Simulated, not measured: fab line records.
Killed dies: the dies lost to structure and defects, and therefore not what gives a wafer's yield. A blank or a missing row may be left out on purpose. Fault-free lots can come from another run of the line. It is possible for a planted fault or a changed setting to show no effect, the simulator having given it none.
Struck lot and sound lot, side by side | flow nand_harc | 13 out of 1159 route steps
Sound: wafers L957.1, L957.5, L957.6. Struck: wafers L949.1, L949.4, L949.6. At the end, the cause is stated.
Per side, at each step with rows, come the tool, then ch with its chambers, and then its first start. Under that, the readings that differ: sound wafers | struck wafers | difference of the means | sigmas: that difference in standard deviations of wafers without a fault.
alike: same words and numbers on both sides, and readings whose means sit less than 2 such deviations apart. not compared: any withheld reading, any reading some wafer has no value for, any bound like >300 that may hide the same value, and any number with overlapping values for which the record gives no deviation.
The two part at a step that has a row with sigmas, a row that says differs or no value, or rows on one side only. When numbers do not overlap yet have no deviation, they are printed without sigmas and do not part them. A reading missing from all wafers of one side parts the sides only when that side holds two or more wafers.

NHARC_P_ZERO_WELL_DESCUM_26: chemistry O2, time 3 s.
  sound on rie_diel-02 ch 0,1,2, day 5 14:52; struck on rie_diel-02 ch 0,1,2, day 3 14:41
  alike: drypump_motor_current_A, oes_product_au, rf_vpp_V, showerhead_plenum_p_Torr, throttle_valve_pct
  not compared: rf_hours_counter_h
then, 11 steps without rows for these wafers: NHARC_P_ZERO_WELL_IMPLANT_27; NHARC_P_ZERO_WELL_IMPLANT_57; NHARC_P_ZERO_WELL_IMPLANT_58; NHARC_P_ZERO_WELL_STRIP_28 (strips in SPM, time 840 s); NHARC_P_ZERO_WELL_DEHYDRATE_29 (time 120 s); NHARC_P_ZERO_WELL_HMDS_30 (time 30 s); NHARC_P_ZERO_WELL_COAT_31; NHARC_P_ZERO_WELL_SOFTBAKE_32 (time 95 s); NHARC_P_ZERO_WELL_EBR_33; NHARC_P_ZERO_WELL_EXPOSE_34 (exposes mask P PWELL, target cd 720 nm); NHARC_P_ZERO_WELL_PEB_35 (peb time 85 s).
NHARC_P_ZERO_WELL_DEVELOP_36: time 70 s.
  struck on litho_track-03, day 3 16:00; sound on litho_track-02 ch 0, day 5 16:00
  no value came back on the struck wafers for chill_plate_temp_C (C), exhaust_pa (Pa); on the sound wafers chill_plate_temp_C (C) reads 23.04 22.96 22.89

== WHERE THEY PART ==
NHARC_P_ZERO_WELL_DEVELOP_36 only, going by this record.

WHY: what had been put in by the simulator
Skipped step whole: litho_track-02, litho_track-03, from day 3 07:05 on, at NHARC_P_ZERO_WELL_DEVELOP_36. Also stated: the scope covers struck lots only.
